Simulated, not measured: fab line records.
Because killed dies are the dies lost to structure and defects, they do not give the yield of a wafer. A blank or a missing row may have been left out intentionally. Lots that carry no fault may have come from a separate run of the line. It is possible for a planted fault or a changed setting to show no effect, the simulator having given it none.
Struck lot and sound lot, side by side    flow nand_harc    15 out of 1159 route steps
Sound: the wafers L920.2, L920.3, L920.5. The struck wafers were L924.2, L924.4, L924.5. Last of all comes the cause.
At each step with rows: each side's tool, then ch and its chambers, then its first start. Under that, the readings that differ: sound wafers    struck wafers    difference of the means    sigmas: that difference in standard deviations of wafers without a fault.
alike: readings whose means differ by less than 2 such deviations, and words and numbers that are the same on both sides. not compared: withheld readings, readings that some wafer has no value for, bounds like >300 that may hide the same value, and numbers for which the record gives no deviation and whose values overlap.
The two part at a step that has a row with sigmas, a row that says differs or no value, or rows on one side only. When numbers do not overlap yet have no deviation, they are printed without sigmas and do not part them. Lack of a reading on every wafer of one side parts them only where that side has two or more wafers.

first, 1 step without rows for these wafers: NHARC_A_BLC_SRD_27.
NHARC_A_BLC_INSPECT_28:
  struck on defect_inspect-01, day 19 22:40; sound on defect_inspect-02, day 19 08:07
  alike: raw_defect_count
then, 9 steps without rows for these wafers: NHARC_A_M0_DEP_00 (deposits SiOC, target thk 150 nm); NHARC_A_M0_DEHYDRATE_01 (time 120 s); NHARC_A_M0_HMDS_02 (time 30 s); NHARC_A_M0_COAT_33 (time 65 s); NHARC_A_M0_COAT_03 (resist thk 90 nm); NHARC_A_M0_SOFTBAKE_04 (time 55 s); NHARC_A_M0_EBR_05; NHARC_A_M0_EXPOSE_06 (exposes mask A M0, target cd 80 nm); NHARC_A_M0_PEB_07 (peb time 65 s).
NHARC_A_M0_DEVELOP_08: develop time 35 s.
  sound on litho_track-06 ch 0, day 19 08:00; struck on litho_track-06 ch 0, day 19 23:00
  alike: developer_temp_C
NHARC_A_M0_CD_MEAS_09: target cd 80 nm.
  sound on cd_sem-02 ch 0, day 19 09:01; struck on cd_sem-01 ch 0, day 19 23:43
reading     sound           struck          difference  sigmas
cd_nm (nm)  80.5 78.9 80.1  78.5 76.4 78.0  -2.2        -3
NHARC_A_M0_OVL_MEAS_10: pitch 160 nm.
  struck on overlay-01, day 19 23:47; sound on overlay-01, day 19 09:06
  alike: overlay_x_nm, overlay_y_nm
NHARC_END_SORT_01:
  the record has rows for the struck wafers here (prober-01 ch 0, day 21 18:28) and none for the sound ones

## WHERE THEY PART
Earliest at NHARC_A_M0_CD_MEAS_09; latest, in this record, at NHARC_END_SORT_01.

WHY: what the simulator had put in
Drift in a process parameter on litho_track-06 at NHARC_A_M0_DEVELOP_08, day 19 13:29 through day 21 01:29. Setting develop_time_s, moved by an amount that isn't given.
